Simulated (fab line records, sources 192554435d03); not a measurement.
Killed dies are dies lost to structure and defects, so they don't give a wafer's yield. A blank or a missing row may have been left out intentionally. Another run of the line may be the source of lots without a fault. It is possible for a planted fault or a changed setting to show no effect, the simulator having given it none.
fab line records -- flow n5_finfet
record: lots: 9, wafers: 26, last_day: 17
route steps=1938 shown HKMG_FIN@451 GATE_CUT@474 BEOL_M4@1111
lots untouched by any fault: they come from a run of this same line in which no faults occurred
start_h: hours from the record's opening day to when the first of the lot's shown wafers began -- wait_h: how many hours have passed since the lot's step before this one -- " identical to the entry in the row above -- L1.1+2: one row covering several wafers at once -- - no value, or no start was given -- * or withheld: withheld -- < > ~ a bound
route shown NAME@n: names a module that has steps shown in the file, with the first one's number in the route -- usual: mean and standard deviation over wafers with no fault -- same: alike in all rows -- chamber/n: place in a boat -- sites: each site's reading -- _std_site: the standard deviation of these -- _edge_site: mean of outer sites minus mean of inner sites -- radius_mm: for every site, how far away it sits from the centre of the wafer -- mask NAME#n: copy n -- behind: the last tool/chamber to shape the wafer -- hold: why the lot went on hold/how many hours it stayed there/how the hold came to an end -- device: the transistor (n, p or np) that didn't switch -- end of line: the same wafers' tests at the end of the route -- a step with no rows: only its recipe -- killed: count of dies lost to structure and defects at first sort (not the wafer's yield) -- map: per-die view of a wafer (x killed, . not killed, _ where there is no die)
set.NAME: the setting as run; set.NAME@STEP: as run at that earlier step -- model.NAME: the simulator's own value behind a step, which no gauge read
one table for each step of the route and one row for each wafer, over a sample of lots
services: a tool's chamber out of use, with start hour (start_h, from the record's first day; less than 0 if before it), hours out, and reason
== steps ==
step: N5_HKMG_FIN_ETCH_67
recipe: chemistry: N2/H2, target: SOC, target_depth_a: 3889, stop_on: TiN, ion_energy_ev: 100, bias_w: 61, pressure_mtorr: 30, source_w: 850, n2_flow_sccm: 200, h2_flow_sccm: 200
usual: drypump_motor_current_A: 5.7/0.32, oes_product_au: 0.79/0.077, rf_vpp_V: 240.9/1.2, showerhead_plenum_p_Torr: 2.56/0.071, throttle_valve_pct: 17.77/0.24
lot.wafer,tool,chamber,start_h,wait_h,drypump_motor_current_A,oes_product_au,rf_hours_counter_h,rf_vpp_V,showerhead_plenum_p_Torr,throttle_valve_pct
L247.1,rie_diel-01,2,84.56,-,5.8,0.68,210,239.6,2.42,18.24
L247.5,rie_diel-01,0,84.56,-,5.1,0.94,-,241.4,2.64,17.83
L248.3,rie_diel-06,1,88.19,-,5.9,0.69,218,242.2,2.61,17.92
L248.4,rie_diel-06,0,88.19,-,5.6,0.87,20,240.2,2.52,17.64
L248.6,rie_diel-06,1,88.19,-,5.9,0.70,-,241.6,2.61,17.92
L249.3,rie_diel-04,1,96.90,-,5.4,0.72,185,240.5,2.52,17.55
L249.4,rie_diel-04,2,96.90,-,5.5,0.73,167,240.7,2.65,17.58
L249.6,rie_diel-04,2,96.90,-,5.5,0.72,-,241.4,2.65,17.58
L250.1,rie_diel-06,3,103.64,-,6.1,0.85,71,240.7,2.57,17.55
L250.5,rie_diel-06,3,103.64,-,6.0,0.84,-,242.1,2.57,17.55
L250.6,rie_diel-06,0,103.64,-,5.5,0.86,-,239.2,2.52,17.64
L257.1,rie_diel-06,0,145.18,-,5.5,0.83,39,241.8,2.51,17.68
L257.4,rie_diel-06,2,145.18,-,5.7,0.83,72,240.6,2.56,17.81
L257.5,rie_diel-06,0,145.18,-,5.5,0.84,-,239.4,2.51,17.67
L260.2,rie_diel-04,3,161.26,-,6.2,0.79,75,239.4,2.45,17.52
L260.4,rie_diel-04,2,161.26,-,5.5,0.70,190,242.2,2.64,17.64
L260.6,rie_diel-04,1,161.26,-,5.4,0.70,-,239.9,2.51,17.59
L266.1,rie_diel-06,3,196.37,-,6.0,0.81,107,239.5,2.56,17.61
L266.2,rie_diel-06,2,196.37,-,5.6,0.80,92,240.6,2.55,17.85
L266.4,rie_diel-06,3,196.37,-,6.1,0.81,-,241.0,2.56,17.62
L267.1,rie_diel-01,0,202.54,-,5.1,0.85,40,240.9,2.63,17.89
L267.4,rie_diel-01,0,202.54,-,5.1,0.85,-,241.4,2.63,17.91
L267.5,rie_diel-01,1,202.54,-,5.6,0.71,-,239.9,2.64,18.36
L268.1,rie_diel-06,0,210.17,-,5.6,0.80,62,239.7,2.50,17.70
L268.2,rie_diel-06,2,210.17,-,5.6,0.80,98,242.0,2.54,17.87
L268.3,rie_diel-06,3,210.17,-,6.1,0.80,113,240.7,2.55,17.62
step: N5_HKMG_FIN_W_FILL_22
recipe: material: W, target_thk_a: 600, temp_c: 400, pressure_torr: 39.4, time_s: 18.2
usual: heater_power_w: 934/34, throttle_valve_pct: 19.6/0.6
same: time_s: 18.2
lot.wafer,tool,chamber,start_h,wait_h,heater_power_w,throttle_valve_pct
L247.1,cvd_w-02,0,85.72,0.0,956,20.1
L247.5,cvd_w-02,1,85.72,0.0,926,18.9
L248.3,cvd_w-01,1,89.38,0.0,918,18.9
L248.4,cvd_w-01,0,89.38,0.0,883,20.2
L248.6,cvd_w-01,1,89.38,0.0,935,18.7
L249.3,cvd_w-01,0,98.20,0.0,891,19.7
L249.4,cvd_w-01,1,98.20,0.0,945,18.9
L249.6,cvd_w-01,1,98.20,0.0,945,18.8
L250.1,cvd_w-01,0,104.82,0.0,861,20.3
L250.5,cvd_w-01,1,104.82,0.0,968,18.9
L250.6,cvd_w-01,0,104.82,0.0,887,20.3
L257.1,cvd_w-01,1,146.34,0.0,921,18.8
L257.4,cvd_w-01,1,146.34,0.0,934,19.0
L257.5,cvd_w-01,1,146.34,0.0,931,18.7
L260.2,cvd_w-01,1,162.43,0.0,935,18.8
L260.4,cvd_w-01,1,162.43,0.0,932,18.9
L260.6,cvd_w-01,1,162.43,0.0,930,18.6
L266.1,cvd_w-02,0,197.54,0.0,979,20.1
L266.2,cvd_w-02,1,197.54,0.0,940,18.9
L266.4,cvd_w-02,1,197.54,0.0,932,19.3
L267.1,cvd_w-02,1,203.71,0.0,936,19.1
L267.4,cvd_w-02,0,203.71,0.0,992,20.1
L267.5,cvd_w-02,1,203.71,0.0,947,19.1
L268.1,cvd_w-02,1,211.35,0.0,933,19.0
L268.2,cvd_w-02,0,211.35,0.0,958,20.2
L268.3,cvd_w-02,0,211.35,0.0,961,20.2
step: N5_HKMG_FIN_INSPECT_28
recipe: inspect_instrument: darkfield, mode: post_cmp
usual: raw_defect_count: 48/19
lot.wafer,tool,chamber,start_h,wait_h,raw_defect_count
L247.1,defect_inspect-01,-,86.55,0.0,37
L247.5,defect_inspect-01,-,86.55,0.0,57
L248.3,defect_inspect-01,-,90.19,0.0,42
L248.4,defect_inspect-01,-,90.19,0.0,32
L248.6,defect_inspect-01,-,90.19,0.0,45
L249.3,defect_inspect-01,-,99.01,0.0,48
L249.4,defect_inspect-01,-,99.01,0.0,44
L249.6,defect_inspect-01,-,99.01,0.0,35
L250.1,defect_inspect-02,-,105.64,0.0,63
L250.5,defect_inspect-02,-,105.64,0.0,29
L250.6,defect_inspect-02,-,105.64,0.0,39
L257.1,defect_inspect-01,-,147.16,0.0,52
L257.4,defect_inspect-01,-,147.16,0.0,53
L257.5,defect_inspect-01,-,147.16,0.0,28
L260.2,defect_inspect-01,-,163.25,0.0,61
L260.4,defect_inspect-01,-,163.25,0.0,55
L260.6,defect_inspect-01,-,163.25,0.0,43
L266.1,defect_inspect-02,-,198.36,0.0,30
L266.2,defect_inspect-02,-,198.36,0.0,35
L266.4,defect_inspect-02,-,198.36,0.0,39
L267.1,defect_inspect-01,-,204.53,0.0,15
L267.4,defect_inspect-01,-,204.53,0.0,26
L267.5,defect_inspect-01,-,204.53,0.0,45
L268.1,defect_inspect-01,-,212.17,0.0,32
L268.2,defect_inspect-01,-,212.17,0.0,43
L268.3,defect_inspect-01,-,212.17,0.0,30
step: N5_GATE_CUT_PECVD_57
recipe: material: SiNx, target_thk_a: 210, temp_c: 400, precursor: SiH4/NH3/N2, pressure_torr: 1.5, rf_w: 300
usual: heater_power_w: 814/99, showerhead_plenum_p_Torr: 5.14/0.1, showerhead_vpp_V: 1079/71, throttle_valve_pct: 39.4/2.2
lot.wafer,tool,chamber,start_h,wait_h,heater_power_w,showerhead_plenum_p_Torr,showerhead_vpp_V,throttle_valve_pct
L247.1,pecvd-01,2,89.58,1.1,753,4.94,1032,35.8
L247.5,pecvd-01,1,89.58,1.1,951,5.02,1094,38.6
L248.3,pecvd-01,1,93.03,1.1,1048,5.01,1114,38.7
L248.4,pecvd-01,2,93.03,1.1,822,4.95,1032,36.1
L248.6,pecvd-01,0,93.03,1.1,796,5.28,1169,39.3
L249.3,pecvd-01,0,102.01,1.1,723,5.27,1176,39.6
L249.4,pecvd-01,1,102.01,1.1,1097,5.02,1117,38.6
L249.6,pecvd-01,0,102.01,1.1,724,5.27,1167,39.5
L250.1,pecvd-03,0,108.95,1.1,721,5.20,1214,36.6
L250.5,pecvd-03,2,108.95,1.1,691,5.17,1090,36.7
L250.6,pecvd-03,0,108.95,1.1,706,5.21,1204,36.6
L257.1,pecvd-03,0,150.15,1.1,823,5.21,1196,36.7
L257.4,pecvd-03,1,150.15,1.1,920,5.28,1118,40.7
L257.5,pecvd-03,0,150.15,1.1,811,5.20,1226,36.6
L260.2,pecvd-03,0,166.08,1.1,830,5.20,1212,36.8
L260.4,pecvd-03,2,166.08,1.1,687,5.18,1062,36.9
L260.6,pecvd-03,0,166.08,1.1,825,5.21,1216,36.8
L266.1,pecvd-02,2,201.36,1.1,752,5.17,1054,39.5
L266.2,pecvd-02,1,201.36,1.1,734,5.10,999,42.2
L266.4,pecvd-02,1,201.36,1.1,718,5.10,986,41.9
L267.1,pecvd-02,0,207.40,1.1,787,5.15,1019,41.6
L267.4,pecvd-02,0,207.40,1.1,802,5.14,1020,42.4
L267.5,pecvd-02,1,207.40,1.1,671,5.12,974,42.0
L268.1,pecvd-02,1,215.01,1.1,795,5.11,990,41.9
L268.2,pecvd-02,0,215.01,1.1,811,5.16,1016,42.1
L268.3,pecvd-02,0,215.01,1.1,806,5.14,998,41.7
step: N5_GATE_CUT_CMP_02
recipe: stop_on: SiO2, t_overpolish_s: 12.7, post_cmp_clean: alkaline_brush, down_force_psi: 2.5, platen_rpm: 51.8, pad_velocity_m_s: 1.0307, target_thk_nm: 0
usual: motor_current_A: 9.3/0.67, time_to_endpoint_s: 26/3.5
lot.wafer,tool,chamber,start_h,wait_h,motor_current_A,time_to_endpoint_s
L247.1,cmp-01,0,89.69,0.1,8.3,26
L247.5,cmp-01,3,89.69,0.1,8.7,26
L248.4,cmp-02,2,93.10,0.0,10.5,31
L248.3,cmp-02,3,93.10,0.0,8.6,31
L248.6,cmp-02,2,93.10,0.0,10.0,31
L249.4,cmp-01,2,102.09,0.0,9.2,24
L249.3,cmp-01,0,102.09,0.0,8.6,22
L249.6,cmp-01,3,102.09,0.0,9.4,24
L250.1,cmp-03,0,109.06,0.1,10.0,28
L250.6,cmp-03,3,109.06,0.1,10.2,29
L250.5,cmp-03,0,109.06,0.1,10.1,27
L257.4,cmp-02,3,150.22,0.0,8.8,28
L257.1,cmp-02,0,150.22,0.0,10.3,22
L257.5,cmp-02,0,150.22,0.0,10.0,24
L260.2,cmp-02,2,166.16,0.1,10.3,28
L260.4,cmp-02,1,166.16,0.1,9.0,40
L260.6,cmp-02,3,166.16,0.1,9.1,26
L266.1,cmp-02,3,201.44,0.1,9.2,28
L266.4,cmp-02,0,201.44,0.1,10.8,24
L266.2,cmp-02,2,201.44,0.1,10.3,29
L267.1,cmp-01,2,207.49,0.1,9.5,24
L267.4,cmp-01,3,207.49,0.1,9.2,25
L267.5,cmp-01,3,207.49,0.1,8.9,26
L268.2,cmp-02,3,215.10,0.1,9.2,30
L268.1,cmp-02,0,215.10,0.1,9.8,25
L268.3,cmp-02,2,215.10,0.1,10.0,33
step: N5_BEOL_M4_RC_MEAS_101
usual: DIBL_N: 36.0/2.2, DIBL_P: 35.9/2.6, IOFF_N: 0.16/0.038, IOFF_P: 0.21/0.042, ION_N: 675/15, ION_P: 463/10, SS_N: 71.5/0.62, SS_P: 73.2/0.76, VT_N: 250/4.1, VT_P: -251/3.6
lot.wafer,tool,chamber,start_h,wait_h,DIBL_N[mV/V],DIBL_P[mV/V],IOFF_N[nA/um],IOFF_P[nA/um],ION_N[uA/um],ION_P[uA/um],SS_N[mV/dec],SS_P[mV/dec],VT_N[mV],VT_P[mV]
L247.1,prober-01,0,168.74,0.0,37.3,37.3,0.17,0.21,674,461,71.5,73.2,251,-254
L247.5,prober-01,0,168.74,0.0,35.4,35.0,0.14,0.19,667,454,71.6,72.4,251,-253
L248.3,prober-02,0,168.92,0.3,36.3,37.2,0.17,0.21,675,458,72.3,73.5,249,-252
L248.4,prober-02,0,168.92,0.3,35.1,36.8,0.15,0.19,662,454,71.6,73.3,251,-252
L248.6,prober-02,0,168.92,0.3,32.8,34.1,0.12,0.16,672,463,70.7,72.1,253,-255
L250.1,prober-01,0,192.73,0.0,32.4,31.1,0.10,0.14,662,457,71.0,72.7,259,-258
L250.5,prober-01,0,192.73,0.0,32.1,31.3,0.10,0.14,648,454,70.5,72.4,260,-257
L250.6,prober-01,0,192.73,0.0,34.7,33.8,0.13,0.18,674,465,71.4,74.1,255,-251
L249.3,prober-02,0,194.41,0.3,33.3,33.6,0.12,0.15,657,446,70.9,73.0,253,-255
L249.4,prober-02,0,194.41,0.3,36.6,37.5,0.17,0.20,680,458,72.6,73.8,247,-251
L249.6,prober-02,0,194.41,0.3,34.8,34.4,0.14,0.15,656,444,71.8,73.3,251,-255
L257.1,prober-01,0,230.50,0.0,38.5,36.9,0.16,0.26,684,475,71.2,73.7,248,-247
L257.4,prober-01,0,230.50,0.0,32.9,30.5,0.09,0.17,639,447,70.3,72.9,257,-250
L257.5,prober-01,0,230.50,0.0,37.7,36.0,0.16,0.25,674,474,71.4,73.6,248,-245
L260.2,prober-02,0,247.47,0.2,36.8,35.6,0.16,0.23,677,467,70.6,73.3,249,-247
L260.4,prober-02,0,247.47,0.2,37.0,36.6,0.16,0.25,671,471,71.9,73.8,247,-248
L260.6,prober-02,0,247.47,0.2,36.8,36.4,0.16,0.24,685,473,71.2,72.4,250,-253
L267.1,prober-02,0,290.17,0.0,35.9,36.9,0.17,0.28,684,476,71.5,74.2,249,-243
L267.4,prober-02,0,290.17,0.0,32.9,32.5,0.12,0.19,663,462,70.3,72.6,255,-249
L267.5,prober-02,0,290.17,0.0,33.8,31.9,0.12,0.18,656,454,70.8,72.2,252,-251
L266.1,prober-02,0,293.57,0.0,38.0,39.0,0.20,0.25,685,465,72.1,74.5,248,-251
L266.2,prober-02,0,293.57,0.0,34.9,35.5,0.15,0.19,689,469,71.6,73.0,250,-250
L266.4,prober-02,0,293.57,0.0,34.1,34.3,0.13,0.18,664,458,71.3,73.1,253,-254
L268.1,prober-01,0,306.25,0.0,37.4,40.0,0.21,0.26,678,458,71.8,74.5,242,-250
L268.2,prober-01,0,306.25,0.0,33.0,33.5,0.14,0.17,679,467,71.5,72.5,249,-254
L268.3,prober-01,0,306.25,0.0,37.6,40.5,0.22,0.25,692,470,72.9,74.6,244,-249
== services ==
tool,chamber,start_h,hours,kind
cmp-02,-,61.17,0.2,repair
rie_diel-01,3,64.59,9.1,repair
rie_diel-06,3,73.33,7.0,repair
cmp-02,-,78.72,1.7,repair
cmp-02,-,86.74,0.5,repair
pecvd-01,-,94.47,1.4,repair
rie_diel-04,0,102.22,2.3,repair
cmp-01,-,108.99,8.1,pm
cvd_w-02,-,115.79,1.7,repair
cmp-02,-,131.75,0.2,repair
cmp-02,-,133.37,1.2,repair
cmp-02,-,145.92,3.0,repair
cmp-01,-,154.57,0.4,repair
rie_diel-06,0,155.65,13.1,repair
cmp-02,-,161.59,4.0,pm
rie_diel-01,1,173.91,5.0,repair
cmp-02,-,174.42,6.1,pm
cvd_w-02,-,181.68,14.6,pm
cmp-01,-,181.78,3.0,repair
cmp-02,-,183.13,0.8,repair
rie_diel-06,1,187.11,16.2,repair
cmp-01,-,196.02,4.0,pm
cvd_w-01,0,197.79,1.3,repair
rie_diel-04,1,204.77,9.1,repair
== key ==
first_sign: step: N5_GATE_CUT_CMP_02, reading: time_to_endpoint_s, direction: up, sigmas: 4.1, usual: *, struck: *
effect none on later readings
met_at N5_GATE_CUT_PECVD_57
struck_lots L260
struck_wafers L260.4
not_acting_at N5_HKMG_FIN_ETCH_67,N5_HKMG_FIN_W_FILL_22,N5_HKMG_FIN_INSPECT_28
onset_between 150.15 166.08
fault: kind: process_parameter_drift, tool: pecvd-03, chamber: -, onset_h: 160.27, steps: N5_GATE_CUT_PECVD_57, channel: target_thk_a, offset: *, shape: step, end_h: 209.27, scope: struck_wafers_only, acts_in: *, stated: *
